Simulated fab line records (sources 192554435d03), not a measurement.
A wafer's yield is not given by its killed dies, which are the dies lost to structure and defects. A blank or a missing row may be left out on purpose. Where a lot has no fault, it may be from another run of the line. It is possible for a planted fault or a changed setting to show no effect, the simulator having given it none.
fab line records -- flow n5Finfet -- part 2 of 2: steps 5 to 6 of 6
record lots=21, wafers=63, lastDay=17
route steps=1938 shown DUMMY_REMOVAL@377 HKMG_FIN@399
lots that met no fault: taken from a fault-free run of the same line
startH: the number of hours between the record's first day and the start of the first shown wafer of the lot -- waitH: how many hours have passed since the lot's step before this one -- " unchanged from the row above -- L1.1+2: a row that stands for several wafers -- - no value present, or no start provided -- * or withheld: withheld -- < > ~ a bound
route shown NAME@n: NAME is a module with steps in the file, n the number in the route of the first one -- usual: mean/standard deviation taken from wafers without a fault -- same: alike in all rows -- chamber/n: place in a boat -- sites: the reading at each site -- _std_site: standard deviation of those values -- _edge_site: the outer-site mean with the inner-site mean subtracted -- radiusMm: for every site, how far away it sits from the centre of the wafer -- mask NAME#n: copy n -- behind: the most recent tool/chamber to have shaped the wafer -- hold: the reason the lot was held/the length of the hold in hours/how it ended -- device: transistor that didn't switch, given as n, p or np -- end of line: the same wafers' tests at the end of the route -- a step without rows: its recipe alone -- killed: count of dies lost to structure and defects at first sort (not the wafer's yield) -- map: dies across one wafer; x = killed, . = not, _ = none there
set.NAME: the setting that was run; set.NAME@STEP: the one run at that earlier step -- model.NAME: the simulator's own value behind a step, which no gauge read
the route's steps for a sample of lots (tables are steps, rows are wafers)
services: from which hour (startH, from the record's first day; less than 0 if before it) a tool's chamber was out of use, for how many hours, and why
## steps
# step N5_HKMG_FIN_STRIP_93
# recipe chemistry=N2/H2, material=SOC, timeS=20, powerW=500, tempC=40, pressureMtorr=50, rfFrequencyHz=6e+07, biasPowerW=8, h2Frac=0.5, n2FlowSccm=300, h2FlowSccm=300
# usual drypumpMotorCurrentA=5.9/0.54, h2FlowSccm=299.7/0.88, oesProductAu=0.86/0.06, rfVppV=54.2/0.85, showerheadPlenumPTorr=3.41/0.11, throttleValvePct=19.1/0.49
# same timeS=20
lot.wafer,tool,chamber,startH,waitH,drypumpMotorCurrentA,h2FlowSccm,oesProductAu,rfHoursCounterH,rfVppV,showerheadPlenumPTorr,throttleValvePct
L074.2,rieDiel-06,1,74.45,0.2,5.7,298.8,0.95,20,53.9,3.42,19.0
L074.3,rieDiel-06,0,74.45,0.2,6.4,298.1,0.93,12,55.3,3.56,18.4
L074.5,rieDiel-06,2,74.45,0.2,5.1,301.8,0.74,-,54.5,3.24,18.8
L075.3,rieDiel-01,1,84.91,0.2,6.0,300.3,0.92,33,54.8,3.27,19.3
L075.4,rieDiel-01,0,84.91,0.2,5.3,299.0,0.88,44,54.7,3.40,18.3
L075.6,rieDiel-01,2,84.91,0.2,6.3,300.7,0.94,-,54.6,3.45,19.3
L076.3,rieDiel-01,3,91.61,0.2,5.5,299.3,0.83,61,54.7,3.40,19.9
L076.4,rieDiel-01,2,91.61,0.2,6.3,298.0,0.93,4,55.0,3.45,19.2
L076.6,rieDiel-01,0,91.61,0.2,5.2,299.8,0.88,-,53.7,3.40,18.3
L077.1,rieDiel-06,2,92.22,0.2,5.1,299.2,0.75,145,53.8,3.23,18.9
L077.3,rieDiel-06,1,92.22,0.2,5.7,300.3,0.93,27,53.9,3.42,19.0
L077.4,rieDiel-06,0,92.22,0.2,6.4,299.3,0.91,19,55.5,3.56,18.5
L078.1,rieDiel-03,2,102.31,0.2,5.7,299.0,0.79,131,54.0,3.24,18.7
L078.3,rieDiel-03,1,102.31,0.2,6.6,299.7,0.82,89,53.0,3.40,19.8
L078.5,rieDiel-03,1,102.31,0.2,6.6,300.1,0.82,-,54.2,3.40,19.8
L079.1,rieDiel-01,2,106.75,0.2,6.3,299.3,0.92,8,54.9,3.44,19.3
L079.4,rieDiel-01,3,106.75,0.2,5.5,300.4,0.83,66,54.0,3.40,19.9
L079.6,rieDiel-01,1,106.75,0.2,6.0,300.6,0.91,-,53.8,3.27,19.4
L080.1,rieDiel-06,0,114.13,0.2,6.4,300.4,0.90,27,53.7,3.55,18.5
L080.2,rieDiel-06,3,114.13,0.2,6.8,299.5,0.93,21,53.6,3.57,19.1
L080.4,rieDiel-06,1,114.13,0.2,5.7,299.2,0.91,35,54.9,3.41,19.1
L083.3,rieDiel-01,3,128.34,0.2,5.5,299.0,0.81,74,54.8,3.39,19.9
L083.5,rieDiel-01,1,128.34,0.2,6.0,299.8,0.90,-,54.8,3.26,19.4
L083.6,rieDiel-01,0,128.34,0.2,5.2,299.2,0.85,-,52.2,3.39,18.4
L082.2,rieDiel-03,2,130.20,0.2,5.8,299.3,0.78,142,54.6,3.24,18.7
L082.4,rieDiel-03,3,130.20,0.2,5.2,298.3,0.87,-,54.2,3.57,19.8
L082.6,rieDiel-03,2,130.20,0.2,5.8,299.7,0.78,-,56.0,3.24,18.7
L084.3,rieDiel-03,2,137.55,0.2,5.7,300.2,0.77,146,54.2,3.23,18.7
L084.4,rieDiel-03,0,137.55,0.2,5.6,299.7,0.95,3,54.9,3.43,19.1
L084.5,rieDiel-03,2,137.55,0.2,5.8,300.0,0.78,-,51.4,3.23,18.7
L086.2,rieDiel-01,3,149.34,0.2,5.6,298.5,0.82,83,54.4,3.39,19.9
L086.3,rieDiel-01,2,149.34,0.2,6.3,299.4,0.86,27,55.6,3.43,19.3
L086.5,rieDiel-01,0,149.34,0.2,5.2,301.0,0.84,-,54.8,3.39,18.4
L087.2,rieDiel-06,3,150.13,0.2,6.8,297.5,0.93,27,54.6,3.56,19.1
L087.3,rieDiel-06,0,150.13,0.2,6.4,299.1,0.88,33,53.4,3.55,18.5
L087.4,rieDiel-06,1,150.13,0.2,5.7,300.8,0.92,40,55.2,3.41,19.1
L088.3,rieDiel-06,2,157.99,0.2,5.1,301.2,0.73,163,52.7,3.22,18.9
L088.4,rieDiel-06,0,157.99,0.2,6.4,298.2,0.88,37,55.0,3.55,18.5
L088.6,rieDiel-06,2,157.99,0.2,5.1,299.6,0.73,-,53.3,3.22,18.9
L089.4,rieDiel-06,0,161.70,0.2,6.4,300.0,0.87,38,54.6,3.55,18.5
L089.5,rieDiel-06,0,161.70,0.2,6.4,299.3,0.87,-,55.4,3.55,18.5
L089.6,rieDiel-06,3,161.70,0.2,6.8,299.9,0.91,-,54.1,3.56,19.1
L090.3,rieDiel-06,0,174.24,0.2,6.4,300.8,0.86,44,55.4,3.54,18.5
L090.4,rieDiel-06,1,174.24,0.2,5.7,299.5,0.90,-,53.8,3.41,19.1
L090.5,rieDiel-06,0,174.24,0.2,6.4,300.1,0.85,-,54.5,3.54,18.5
L091.1,rieDiel-01,2,175.31,0.2,6.3,300.5,0.86,35,53.3,3.43,19.3
L091.2,rieDiel-01,0,175.31,0.2,5.3,299.6,0.83,80,53.1,3.38,18.4
L091.5,rieDiel-01,0,175.31,0.2,5.3,297.9,0.83,-,53.0,3.38,18.4
L092.1,rieDiel-06,1,182.49,0.2,5.7,300.1,0.90,57,55.8,3.40,19.1
L092.2,rieDiel-06,0,182.49,0.2,6.4,299.7,0.84,50,54.9,3.54,18.5
L092.3,rieDiel-06,3,182.49,0.2,6.8,299.7,0.89,43,54.5,3.55,19.1
L093.1,rieDiel-06,2,187.82,0.2,5.1,299.2,0.72,169,53.3,3.22,18.9
L093.2,rieDiel-06,0,187.82,0.2,6.4,300.0,0.86,52,53.7,3.54,18.5
L093.3,rieDiel-06,3,187.82,0.2,6.8,299.0,0.88,45,54.4,3.55,19.1
L094.2,rieDiel-03,2,192.47,0.2,5.8,300.9,0.77,162,53.7,3.22,18.7
L094.4,rieDiel-03,1,192.47,0.2,6.6,299.2,0.79,117,54.7,3.39,19.9
L094.5,rieDiel-03,2,192.47,0.2,5.8,300.1,0.76,-,53.7,3.22,18.7
L095.1,rieDiel-03,0,198.43,0.2,5.5,300.6,0.89,19,55.2,3.42,19.1
L095.2,rieDiel-03,1,198.43,0.2,6.6,300.1,0.78,120,54.4,3.39,19.9
L095.3,rieDiel-03,2,198.43,0.2,5.8,300.3,0.76,164,55.3,3.22,18.7
L096.2,rieDiel-03,3,206.29,0.2,5.3,301.6,0.85,73,53.5,3.56,19.8
L096.3,rieDiel-03,1,206.29,0.2,6.6,299.0,0.79,122,52.5,3.38,19.9
L096.4,rieDiel-03,2,206.29,0.2,5.8,298.7,0.76,167,53.9,3.22,18.7
# step N5_HKMG_FIN_ALD_36
# recipe material=TiN, targetThkA=10, tempC=400, aldPrecursorFamily=TiCl4, aldCoReactant=NH3, pulseTimeS=1, purgeTimeS=3, coReactantPurgeTimeS=2, coReactantPulseTimeS=2, aldCycles=47, pressureTorr=3
# usual heaterPowerW=882/86, precursorPulseHeightRel=1.002/0.019
lot.wafer,tool,chamber,startH,waitH,heaterPowerW,precursorPulseHeightRel
L074.2,aldMetal-03,2,75.87,0.0,910,1.017
L074.3,aldMetal-03,0,75.87,0.0,1071,0.988
L074.5,aldMetal-03,2,75.87,0.0,903,0.984
L075.3,aldMetal-03,2,86.35,0.0,893,1.011
L075.4,aldMetal-03,1,86.35,0.0,807,0.993
L075.6,aldMetal-03,1,86.35,0.0,796,0.979
L076.3,aldMetal-01,2,93.06,0.0,837,0.977
L076.4,aldMetal-01,0,93.06,0.0,838,1.000
L076.6,aldMetal-01,0,93.06,0.0,824,1.038
L077.1,aldMetal-03,3,93.65,0.0,980,1.007
L077.3,aldMetal-03,2,93.65,0.0,911,0.997
L077.4,aldMetal-03,1,93.65,0.0,808,0.983
L078.1,aldMetal-02,3,103.72,0.0,823,0.975
L078.3,aldMetal-02,0,103.72,0.0,935,1.024
L078.5,aldMetal-02,2,103.72,0.0,870,0.979
L079.1,aldMetal-01,0,108.15,0.0,829,1.001
L079.4,aldMetal-01,3,108.15,0.0,857,1.022
L079.6,aldMetal-01,3,108.15,0.0,828,0.973
L080.1,aldMetal-02,2,115.56,0.0,851,0.978
L080.2,aldMetal-02,0,115.56,0.0,935,0.976
L080.4,aldMetal-02,1,115.56,0.0,797,0.995
L083.3,aldMetal-01,3,129.75,0.0,858,1.016
L083.5,aldMetal-01,2,129.75,0.0,835,0.993
L083.6,aldMetal-01,1,129.75,0.0,869,0.995
L082.2,aldMetal-01,1,131.60,0.0,851,0.982
L082.4,aldMetal-01,2,131.60,0.0,811,0.977
L082.6,aldMetal-01,3,131.60,0.0,842,0.987
L084.3,aldMetal-01,3,139.03,0.0,830,1.018
L084.4,aldMetal-01,0,139.03,0.0,828,1.034
L084.5,aldMetal-01,3,139.03,0.0,835,1.011
L086.2,aldMetal-03,3,151.42,0.0,954,1.033
L086.3,aldMetal-03,1,151.42,0.0,822,0.996
L086.5,aldMetal-03,0,151.42,0.0,1079,0.983
L087.2,aldMetal-01,3,151.93,0.2,843,1.024
L087.3,aldMetal-01,2,151.93,0.2,837,1.000
L087.4,aldMetal-01,1,151.93,0.2,895,1.010
L088.3,aldMetal-02,0,159.57,0.0,957,0.988
L088.4,aldMetal-02,3,159.57,0.0,805,1.013
L088.6,aldMetal-02,0,159.57,0.0,933,1.019
L089.4,aldMetal-03,3,163.11,0.0,936,1.037
L089.5,aldMetal-03,3,163.11,0.0,972,0.989
L089.6,aldMetal-03,2,163.11,0.0,878,0.992
L090.3,aldMetal-02,1,175.64,0.0,806,1.020
L090.4,aldMetal-02,2,175.64,0.0,861,0.971
L090.5,aldMetal-02,1,175.64,0.0,801,0.959
L091.1,aldMetal-02,3,176.71,0.0,815,0.985
L091.2,aldMetal-02,0,176.71,0.0,923,0.977
L091.5,aldMetal-02,0,176.71,0.0,937,1.029
L092.1,aldMetal-03,1,183.89,0.0,804,1.045
L092.2,aldMetal-03,0,183.89,0.0,1089,0.987
L092.3,aldMetal-03,2,183.89,0.0,892,1.015
L093.1,aldMetal-03,1,189.38,0.0,824,1.032
L093.2,aldMetal-03,2,189.38,0.0,889,1.042
L093.3,aldMetal-03,0,189.38,0.0,1102,1.002
L094.2,aldMetal-03,0,193.87,0.0,1117,1.014
L094.4,aldMetal-03,1,193.87,0.0,808,1.024
L094.5,aldMetal-03,2,193.87,0.0,913,0.996
L095.1,aldMetal-02,1,199.82,0.0,801,1.002
L095.2,aldMetal-02,3,199.82,0.0,799,1.003
L095.3,aldMetal-02,2,199.82,0.0,851,0.973
L096.2,aldMetal-02,3,207.69,0.0,844,0.987
L096.3,aldMetal-02,0,207.69,0.0,920,0.969
L096.4,aldMetal-02,1,207.69,0.0,798,1.055
## services
tool,chamber,startH,hours,kind
rieDiel-02,3,48.96,2.3,repair
rieDiel-01,2,50.19,4.4,repair
rieDiel-02,-,57.25,0.3,repair
rieDiel-05,3,57.32,15.3,repair
rieDiel-03,1,57.35,3.9,repair
rieDiel-04,3,61.36,-,clean
rieDiel-04,3,61.36,-,consumableReplace:focusRing
rieDiel-04,3,61.36,25.9,scheduledDown
rieDiel-04,3,61.36,25.9,ventCycle
aldMetal-03,3,62.31,13.6,repair
rieDiel-01,-,69.10,10.0,pm
rieDiel-02,2,88.86,120.4,repair
aldMetal-02,2,118.07,26.1,repair
aldMetal-03,0,127.49,7.0,repair
rieDiel-06,-,142.82,4.3,pm
rieDiel-03,1,153.56,4.8,repair
rieDiel-04,2,157.48,-,clean
rieDiel-04,2,157.48,-,consumableReplace:focusRing
rieDiel-04,2,157.48,18.5,scheduledDown
rieDiel-03,-,167.43,14.6,pm
aldMetal-02,-,168.03,1.5,repair
rieDiel-06,-,182.72,0.3,repair
rieDiel-03,-,189.91,1.7,repair
rieDiel-05,1,190.32,5.2,repair
